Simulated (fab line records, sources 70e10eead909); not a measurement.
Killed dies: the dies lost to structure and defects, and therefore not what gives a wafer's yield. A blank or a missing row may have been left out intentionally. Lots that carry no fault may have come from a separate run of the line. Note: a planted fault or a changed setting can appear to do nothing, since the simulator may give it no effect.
A lot that was struck, set against a sound lot    flow nandHarc    13 steps out of a route of 1302
Sound: the wafers L545.2, L545.4, L545.6. The struck wafers were L548.1, L548.3, L548.6. Last of all comes the cause.
Order at every step that has rows: each side's tool, ch and its chambers, its first start. Under that, the readings that differ: sound wafers    struck wafers    difference of the means    sigmas: that difference in standard deviations of wafers without a fault.
alike: readings whose means differ by less than 2 such deviations, and words and numbers that are the same on both sides. not compared: withheld readings, readings that some wafer has no value for, bounds like >300 that may hide the same value, and numbers for which the record gives no deviation and whose values overlap.
Wherever a step has rows on one side only, a row that says differs or no value, or a row with sigmas, the two part there. Numbers that don't overlap but have no deviation are shown without sigmas and don't part them. A reading that every wafer of one side lacks parts them only if that side has two wafers or more.

NHARC_A_STAIRCASE_CMP_472: polishes SiO2.
  sound on cmp-02 ch 0,1,2, day 21 12:34; struck on cmp-04 ch 1,2,3, day 23 06:07
  alike: motorCurrentA
next, for these wafers, 1 step has no rows: NHARC_A_STAIRCASE_SRD_474.
NHARC_A_STAIRCASE_INSPECT_155:
  sound on defectInspect-01 at day 21 12:55; struck on defectInspect-01 at day 23 06:29
  alike: rawDefectCount
NHARC_A_SGD_CUT_DEP_00: deposits SiNx, target thk 50 nm.
  sound on pecvd-04 ch 0,1,2, day 21 13:02; struck on pecvd-03 ch 1,2, day 23 06:34
  alike: heaterPowerW, rfFwdPowerW
then, 7 steps without rows for these wafers: NHARC_A_SGD_CUT_DEHYDRATE_01 (time 120 s); NHARC_A_SGD_CUT_HMDS_02 (time 30 s); NHARC_A_SGD_CUT_COAT_56 (time 75 s); NHARC_A_SGD_CUT_COAT_57 (time 65 s); NHARC_A_SGD_CUT_COAT_03 (resist thk 90 nm); NHARC_A_SGD_CUT_SOFTBAKE_04 (time 55 s); NHARC_A_SGD_CUT_EBR_05.
NHARC_A_SGD_CUT_EXPOSE_06: exposes mask SGD.
  sound on arfiScanner-03 ch 0, day 21 13:34; struck on arfiScanner-03, day 23 07:08
  no value came back on the struck wafers for exposureDoseMJCm2, focusOffsetNm (nm), stageVelMmS (mm/s); on the sound wafers exposureDoseMJCm2 reads 85.57 85.46 85.66
  alike: mask
then, 1 step without rows for these wafers: NHARC_A_SGD_CUT_PEB_07 (peb time 65 s).

WHERE THEY PART
NHARC_A_SGD_CUT_EXPOSE_06 only, going by this record.

WHY: whatever the simulator had introduced
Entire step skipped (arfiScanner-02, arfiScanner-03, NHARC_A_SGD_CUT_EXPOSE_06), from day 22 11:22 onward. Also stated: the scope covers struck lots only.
